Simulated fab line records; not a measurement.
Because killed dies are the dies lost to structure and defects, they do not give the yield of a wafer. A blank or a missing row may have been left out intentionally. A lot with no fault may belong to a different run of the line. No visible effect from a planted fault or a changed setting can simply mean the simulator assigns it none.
Which tool was responsible? -- flow n5_finfet -- Sampling: 24 lots, 72 wafers, 6 of 1938 route steps

== WHAT THE GAUGES SHOWED, per wafer ==
N5_BEOL_M6_OVL_MEAS_12. Usual: M6_OVL gives -0.1 nm (standard deviation 0.75).
lot,measured,on,M6_OVL (nm),flag
L074,day 9 18:11,overlay-01,-1.0 -0.8 0.2,
L076,day 10 02:51,overlay-01,-0.4 -1.5 -1.4,
L075,day 10 03:42,overlay-01,0.8 0.3 1.2,
L079,day 11 01:14,overlay-01,-0.2 -0.1 0.0,
L077,day 11 01:26,overlay-02,-0.6 -0.2 -0.9,
L078,day 11 04:50,overlay-01,0.8 -1.3 -0.4,
L081,day 11 05:03,overlay-01,0.8 0.8 0.2,
L080,day 11 10:37,overlay-02,0.3 1.5 -0.9,
L083,day 12 01:12,overlay-01,-0.8 -0.5 -0.3,
L082,day 12 11:03,overlay-01,0.4 0.0 -0.3,
L084,day 12 15:56,overlay-02,0.5 -0.5 -0.2,
L086,day 13 02:58,overlay-02,0.1 -1.0 0.4,
L085,day 13 02:49,overlay-01,1.0 0.1 0.8,
L087,day 13 06:53,overlay-02,-0.8 -0.7 -0.7,
L089,day 13 07:05,overlay-02,0.0 -1.1 0.0,
L088,day 13 23:07,overlay-02,-0.3 0.0 0.5,
L090,day 14 02:52,overlay-02,-0.8 -0.4 -0.9,
L091,day 14 03:05,overlay-01,0.3 0.9 0.6,
L092,day 14 10:40,overlay-02,-0.4 0.3 0.2,
L093,day 14 11:06,overlay-01,-0.8 0.0 -1.4,
L094,day 14 21:30,overlay-01,1.1 1.4 0.7,
L095,day 15 20:24,overlay-01,0.2 -0.1 0.2,
L096,day 16 00:28,overlay-02,-0.4 -1.0 0.4,
L097,day 16 04:51,overlay-01,-1.1 -0.6 0.4,

== WHAT TOOL EACH LOT RAN ON (gives the tool, then ch and the chambers of the sampled wafers, and finally the start) ==
lot,N5_BEOL_M5_ETCH_75,N5_BEOL_M5_STRIP_91,N5_BEOL_M5_ALD_86,N5_BEOL_M6_ILD_DEP_00,N5_BEOL_M6_CURE_74
L074,"rie_diel-06 ch 1,3, day 9 07:16","rie_diel-06 ch 1,3, day 9 08:39 or earlier","ald_metal-03 ch 0,1,3, day 9 08:39","pecvd-01 ch 0,1, day 9 14:48","uv_cure-02 ch 1, day 9 14:52"
L076,"rie_diel-05 ch 0,2, day 9 08:58","rie_diel-05 ch 0,2, day 9 10:12 or earlier","ald_metal-02 ch 0,1,2, day 9 10:12","pecvd-01 ch 0,1,2, day 10 01:32","uv_cure-01 ch 1, day 10 01:41"
L075,"rie_diel-02 ch 1,3, day 9 19:30","rie_diel-02 ch 1,3, day 9 20:35 or earlier","ald_metal-02 ch 2,3, day 9 20:35","pecvd-04 ch 1,2, day 10 02:34","uv_cure-03 ch 1, day 10 02:38"
L079,"rie_diel-02 ch 0,1,2, day 10 12:46","rie_diel-02 ch 0,1,2, day 10 14:04 or earlier","ald_metal-03 ch 0,3, day 10 14:04","pecvd-01 ch 0,1,2, day 10 20:08","uv_cure-02 ch 2, day 10 20:25"
L077,"rie_diel-05 ch 2,3, day 10 12:57","rie_diel-05 ch 2,3, day 10 14:34 or earlier","ald_metal-04 ch 0,1,2, day 10 14:34","pecvd-04 ch 0,2, day 10 20:56","uv_cure-02 ch 1, day 10 20:59"
L078,"rie_diel-06 ch 0,1,3, day 10 19:10","rie_diel-06 ch 0,1,3, day 10 20:11 or earlier","ald_metal-02 ch 0,1, day 10 20:11","pecvd-01 ch 1,2, day 11 02:21","uv_cure-03 ch 1, day 11 02:25"
L081,"rie_diel-05 ch 0,2,3, day 10 19:11","rie_diel-05 ch 0,2,3, day 10 20:21 or earlier","ald_metal-04 ch 0,2,3, day 10 20:21","pecvd-01 ch 0,1,2, day 11 03:13","uv_cure-01 ch 2, day 11 03:17"
L080,"rie_diel-06 ch 0,1,3, day 11 00:56","rie_diel-06 ch 0,1,3, day 11 02:11 or earlier","ald_metal-02 ch 0,1,3, day 11 02:11","pecvd-03 ch 0,1, day 11 08:28","uv_cure-02 ch 0, day 11 08:38"
L083,"rie_diel-05 ch 0,3, day 11 11:52","rie_diel-05 ch 0,3, day 11 14:28 or earlier","ald_metal-04 ch 0,1, day 11 14:28","pecvd-01 ch 0,2, day 11 21:18","uv_cure-03 ch 2, day 11 21:22"
L082,"rie_diel-06 ch 0,3, day 11 19:02","rie_diel-06 ch 0,3, day 11 20:25 or earlier","ald_metal-03 ch 0,1,2, day 11 20:25","pecvd-03 ch 1,2, day 12 07:16","uv_cure-01 ch 2, day 12 07:36"
L084,"rie_diel-06 ch 0,3, day 12 03:41","rie_diel-06 ch 0,3, day 12 04:46 or earlier","ald_metal-02 ch 0,3, day 12 04:46","pecvd-03 ch 1,2, day 12 13:41","uv_cure-01 ch 0, day 12 13:49"
L086,"rie_diel-05 ch 0,2,3, day 12 10:11","rie_diel-05 ch 0,2,3, day 12 11:29 or earlier","ald_metal-04 ch 0,1,3, day 12 11:29","pecvd-01 ch 1,2, day 12 22:19","uv_cure-02 ch 1, day 12 22:42"
L085,"rie_diel-06 ch 1,2,3, day 12 10:20","rie_diel-06 ch 1,2,3, day 12 11:20 or earlier","ald_metal-02 ch 0,1,2, day 12 11:20","pecvd-01 ch 0,1, day 12 22:11","uv_cure-01 ch 2, day 12 22:24"
L087,"rie_diel-05 ch 0,2,3, day 12 18:26","rie_diel-05 ch 0,2,3, day 12 19:39 or earlier","ald_metal-04 ch 2,3, day 12 19:39","pecvd-04 ch 1,2, day 13 04:07","uv_cure-03 ch 1, day 13 04:25"
L089,"rie_diel-02 ch 1,2,3, day 12 18:30","rie_diel-02 ch 1,2,3, day 12 19:40 or earlier","ald_metal-03 ch 0,1, day 12 19:40","pecvd-04 ch 1,2, day 13 04:36","uv_cure-03 ch 1, day 13 04:49"
L088,"rie_diel-06 ch 1,2, day 13 12:51","rie_diel-06 ch 1,2, day 13 14:08 or earlier","ald_metal-03 ch 0,3, day 13 14:08","pecvd-01 ch 0,1,2, day 13 20:52","uv_cure-02 ch 1, day 13 20:55"
L090,"rie_diel-02 ch 0,1,3, day 13 15:56","rie_diel-02 ch 0,1,3, day 13 17:35 or earlier","ald_metal-03 ch 0,1,3, day 13 17:35","pecvd-03 ch 1,2, day 13 23:53","uv_cure-01 ch 1, day 13 23:58"
L091,"rie_diel-06 ch 0,1,2, day 13 16:23","rie_diel-06 ch 0,1,2, day 13 17:44 or earlier","ald_metal-04 ch 0,1,2, day 13 17:44","pecvd-01 ch 1,2, day 14 00:20","uv_cure-03 ch 0, day 14 00:29"
L092,"rie_diel-06 ch 0,2, day 13 22:04","rie_diel-06 ch 0,2, day 13 23:13 or earlier","ald_metal-03 ch 0,2,3, day 13 23:13","pecvd-03 ch 0,1, day 14 07:01","uv_cure-03 ch 2, day 14 07:16"
L093,"rie_diel-02 ch 0,2,3, day 14 01:43","rie_diel-02 ch 0,2,3, day 14 03:20 or earlier","ald_metal-04 ch 1,2,3, day 14 03:20","pecvd-03 ch 0,1, day 14 09:28","uv_cure-01 ch 2, day 14 09:38"
L094,"rie_diel-05 ch 0,2,3, day 14 10:49","rie_diel-05 ch 0,2,3, day 14 13:27 or earlier","ald_metal-04 ch 1,2, day 14 13:27","pecvd-01 ch 0,1,2, day 14 19:34","uv_cure-01 ch 1, day 14 19:43"
L095,"rie_diel-06 ch 1,2, day 15 08:08","rie_diel-06 ch 1,2, day 15 09:16 or earlier","ald_metal-02 ch 0,3, day 15 09:16","pecvd-03 ch 0,1, day 15 16:57","uv_cure-02 ch 0, day 15 17:01"
L096,"rie_diel-05 ch 2,3, day 15 14:27","rie_diel-05 ch 2,3, day 15 15:49 or earlier","ald_metal-03 ch 1,3, day 15 15:49","pecvd-04 ch 0,1, day 15 21:59","uv_cure-03 ch 1, day 15 22:08"
L097,"rie_diel-05 ch 0,2,3, day 15 20:03","rie_diel-05 ch 0,2,3, day 15 21:07 or earlier","ald_metal-03 ch 0,3, day 15 21:07","pecvd-03 ch 0,1, day 16 03:03","uv_cure-01 ch 2, day 16 03:07"
- N5_BEOL_M5_ETCH_75: etches underlayer in N2/H2, target depth 6.5 nm, time 5.2 s.
- N5_BEOL_M5_STRIP_91: strips in N2/H2, time 10 s.
- N5_BEOL_M5_ALD_86: deposits TaN, pulse time 2 s, purge time 3 s, co reactant purge time 2 s.
- N5_BEOL_M6_ILD_DEP_00: deposits SiCOH lowk from DEMS/porogen, target thk 179.75 nm, time 33.4 s.
- N5_BEOL_M6_CURE_74: cures SiCOH lowk, time 240 s.

== WHAT THE TOOLS THEMSELVES READ (means of the sampled wafers that have a number; where no wafer has one, the mark that the record gives instead) ==
N5_BEOL_M5_ETCH_75. Usual: drypump_motor_current_A 5.7 A, standard deviation 0.51; etch_rf_on_time_s 5.22 s, standard deviation 0.077; oes_product_au 0.67 a.u., standard deviation 0.062; rf_vpp_V 523.6 V, standard deviation 2.4; showerhead_plenum_p_Torr 2.53 Torr, standard deviation 0.081; throttle_valve_pct 17.72 %, standard deviation 0.17.
lot,tool,drypump_motor_current_A (A),etch_rf_on_time_s (s),oes_product_au (a.u.),rf_vpp_V (V),showerhead_plenum_p_Torr (Torr),throttle_valve_pct (%),flag
L074,rie_diel-06,5.7,5.19,0.69,522.2,2.46,17.89,
L076,rie_diel-05,5.1,5.26,0.69,524.6,2.60,17.67,
L075,rie_diel-02,5.8,5.11,0.73,526.0,2.62,17.73,
L079,rie_diel-02,6.1,5.16,0.70,524.9,2.61,17.69,
L077,rie_diel-05,5.5,5.28,0.71,523.5,2.54,17.65,
L078,rie_diel-06,5.7,5.17,0.65,522.2,2.48,17.88,
L081,rie_diel-05,5.4,5.26,0.67,525.0,2.59,17.65,
L080,rie_diel-06,5.8,5.23,0.64,521.3,2.48,17.88,
L083,rie_diel-05,5.5,5.33,0.62,526.8,2.65,17.61,
L082,rie_diel-06,6.0,5.28,0.64,522.4,2.47,17.94,
L084,rie_diel-06,5.9,5.26,0.62,522.1,2.47,17.95,
L086,rie_diel-05,5.4,5.29,0.66,524.2,2.59,17.67,
L085,rie_diel-06,5.9,5.20,0.72,522.4,2.46,17.82,
L087,rie_diel-05,5.4,5.32,0.66,524.2,2.59,17.66,
L089,rie_diel-02,5.7,5.12,0.69,526.4,2.57,17.77,
L088,rie_diel-06,6.1,5.23,0.76,522.0,2.48,17.72,
L090,rie_diel-02,5.6,5.14,0.68,525.6,2.57,17.63,
L091,rie_diel-06,6.0,5.13,0.76,522.8,2.48,17.63,
L092,rie_diel-06,6.5,5.17,0.80,522.0,2.50,17.59,
L093,rie_diel-02,5.5,5.15,0.66,522.2,2.52,17.66,
L094,rie_diel-05,5.4,5.26,0.66,524.2,2.58,17.69,
L095,rie_diel-06,5.7,5.27,0.69,521.7,2.45,17.79,
L096,rie_diel-05,5.6,5.24,0.65,525.5,2.58,17.66,
L097,rie_diel-05,5.4,5.33,0.64,524.5,2.58,17.71,

N5_BEOL_M5_STRIP_91. Usual: bias_power_w 6.999 W, standard deviation 0.021; drypump_motor_current_A 5.7 A, standard deviation 0.51; oes_product_au 0.79 a.u., standard deviation 0.074; rf_vpp_V 59.2 V, standard deviation 0.86; showerhead_plenum_p_Torr 2.53 Torr, standard deviation 0.081; throttle_valve_pct 23.47 %, standard deviation 0.23.
lot,tool,bias_power_w (W),drypump_motor_current_A (A),oes_product_au (a.u.),rf_vpp_V (V),showerhead_plenum_p_Torr (Torr),throttle_valve_pct (%),flag
L074,rie_diel-06,7.014,5.6,0.80,57.7,2.45,23.66,
L076,rie_diel-05,7.022,5.1,0.80,59.3,2.59,23.38,
L075,rie_diel-02,7.000,5.8,0.86,59.5,2.62,23.60,
L079,rie_diel-02,6.988,6.1,0.82,59.2,2.60,23.48,
L077,rie_diel-05,7.018,5.5,0.84,59.6,2.54,23.47,
L078,rie_diel-06,7.004,5.8,0.77,58.8,2.47,23.63,
L081,rie_diel-05,6.978,5.4,0.80,59.8,2.59,23.37,
L080,rie_diel-06,7.011,5.8,0.76,59.6,2.47,23.64,
L083,rie_diel-05,7.020,5.5,0.74,59.5,2.64,23.28,
L082,rie_diel-06,6.992,5.9,0.75,59.1,2.46,23.72,
L084,rie_diel-06,6.983,6.0,0.74,59.1,2.46,23.73,
L086,rie_diel-05,6.996,5.4,0.78,59.0,2.59,23.39,
L085,rie_diel-06,7.013,5.9,0.86,59.4,2.46,23.61,
L087,rie_diel-05,7.006,5.4,0.78,58.3,2.58,23.39,
L089,rie_diel-02,6.979,5.7,0.81,59.6,2.57,23.58,
L088,rie_diel-06,6.998,6.1,0.89,59.0,2.47,23.53,
L090,rie_diel-02,6.985,5.6,0.80,59.6,2.56,23.40,
L091,rie_diel-06,7.005,6.0,0.90,59.4,2.48,23.46,
L092,rie_diel-06,6.978,6.5,0.95,59.1,2.49,23.44,
L093,rie_diel-02,6.976,5.5,0.78,59.1,2.52,23.37,
L094,rie_diel-05,7.008,5.4,0.76,59.3,2.58,23.40,
L095,rie_diel-06,7.022,5.7,0.82,58.1,2.45,23.57,
L096,rie_diel-05,6.993,5.6,0.76,58.9,2.58,23.39,
L097,rie_diel-05,7.008,5.4,0.76,59.0,2.58,23.41,

N5_BEOL_M5_ALD_86. Usual: heater_power_w reads 414 W (standard deviation 48).
lot,tool,heater_power_w (W),flag
L074,ald_metal-03,411,
L076,ald_metal-02,460,
L075,ald_metal-02,461,
L079,ald_metal-03,383,
L077,ald_metal-04,382,
L078,ald_metal-02,448,
L081,ald_metal-04,399,
L080,ald_metal-02,464,
L083,ald_metal-04,386,
L082,ald_metal-03,397,
L084,ald_metal-02,478,
L086,ald_metal-04,405,
L085,ald_metal-02,468,
L087,ald_metal-04,418,
L089,ald_metal-03,434,
L088,ald_metal-03,388,
L090,ald_metal-03,404,
L091,ald_metal-04,380,
L092,ald_metal-03,373,
L093,ald_metal-04,405,
L094,ald_metal-04,400,
L095,ald_metal-02,475,
L096,ald_metal-03,401,
L097,ald_metal-03,343,

N5_BEOL_M6_ILD_DEP_00. Usual: heater_power_w 301 W, standard deviation 28; showerhead_plenum_p_Torr 5.733 Torr, standard deviation 0.013; throttle_valve_pct 14.1 %, standard deviation 0.93.
lot,tool,heater_power_w (W),showerhead_plenum_p_Torr (Torr),throttle_valve_pct (%),flag
L074,pecvd-01,307,5.734,14.9,
L076,pecvd-01,308,5.740,14.1,
L075,pecvd-04,304,5.729,13.5,
L079,pecvd-01,297,5.746,14.5,
L077,pecvd-04,307,5.746,14.3,
L078,pecvd-01,301,5.750,14.1,
L081,pecvd-01,301,5.734,14.3,
L080,pecvd-03,264,5.722,13.7,
L083,pecvd-01,274,5.736,13.9,
L082,pecvd-03,290,5.720,13.4,
L084,pecvd-03,279,5.730,13.4,
L086,pecvd-01,300,5.736,14.2,
L085,pecvd-01,312,5.734,15.4,
L087,pecvd-04,340,5.739,13.8,
L089,pecvd-04,337,5.729,14.0,
L088,pecvd-01,310,5.735,14.4,
L090,pecvd-03,287,5.717,13.4,
L091,pecvd-01,309,5.740,14.9,
L092,pecvd-03,296,5.723,14.0,
L093,pecvd-03,303,5.734,14.2,
L094,pecvd-01,304,5.733,14.3,
L095,pecvd-03,301,5.725,13.7,
L096,pecvd-04,300,5.739,13.6,
L097,pecvd-03,295,5.737,14.2,

N5_BEOL_M6_CURE_74. Usual: lamp_power_pct 52.32 %, standard deviation 0.058; wafer_temp_C_max 386.6, standard deviation 0.44.
lot,tool,lamp_power_pct (%),wafer_temp_C_max,flag
L074,uv_cure-02,52.33,386.5,
L076,uv_cure-01,52.29,386.2,
L075,uv_cure-03,52.31,386.6,
L079,uv_cure-02,52.38,387.2,
L077,uv_cure-02,52.31,386.7,
L078,uv_cure-03,52.31,386.4,
L081,uv_cure-01,52.28,386.7,
L080,uv_cure-02,52.33,386.2,
L083,uv_cure-03,52.33,386.6,
L082,uv_cure-01,52.27,387.4,
L084,uv_cure-01,52.29,386.4,
L086,uv_cure-02,52.33,386.5,
L085,uv_cure-01,52.26,386.9,
L087,uv_cure-03,52.31,386.4,
L089,uv_cure-03,52.34,386.5,
L088,uv_cure-02,52.33,386.4,
L090,uv_cure-01,52.30,386.6,
L091,uv_cure-03,52.32,386.4,
L092,uv_cure-03,52.32,387.0,
L093,uv_cure-01,52.33,387.3,
L094,uv_cure-01,52.31,386.5,
L095,uv_cure-02,52.25,386.2,
L096,uv_cure-03,52.29,386.5,
L097,uv_cure-01,52.34,387.6,

== THE ANSWER, worked out from the rows above alone ==
Rule: a lot counts as off when the mean over its wafers that have a number is more than 3 standard deviations away from the usual mean. A lot without any number at a reading at which 4 lots or more have one is off too. The other lots that the step has rows for count as sound. First the gauges in route order, then the tools' own readings, where a lot's mean is used as printed above. The first step at which some lot is off is used, and at that step the reading that is off furthest; a lot without a number counts as furthest.
No lot is off at any reading shown: from this, nothing can be told.

== WHAT THE SIMULATOR HAD PUT IN ==
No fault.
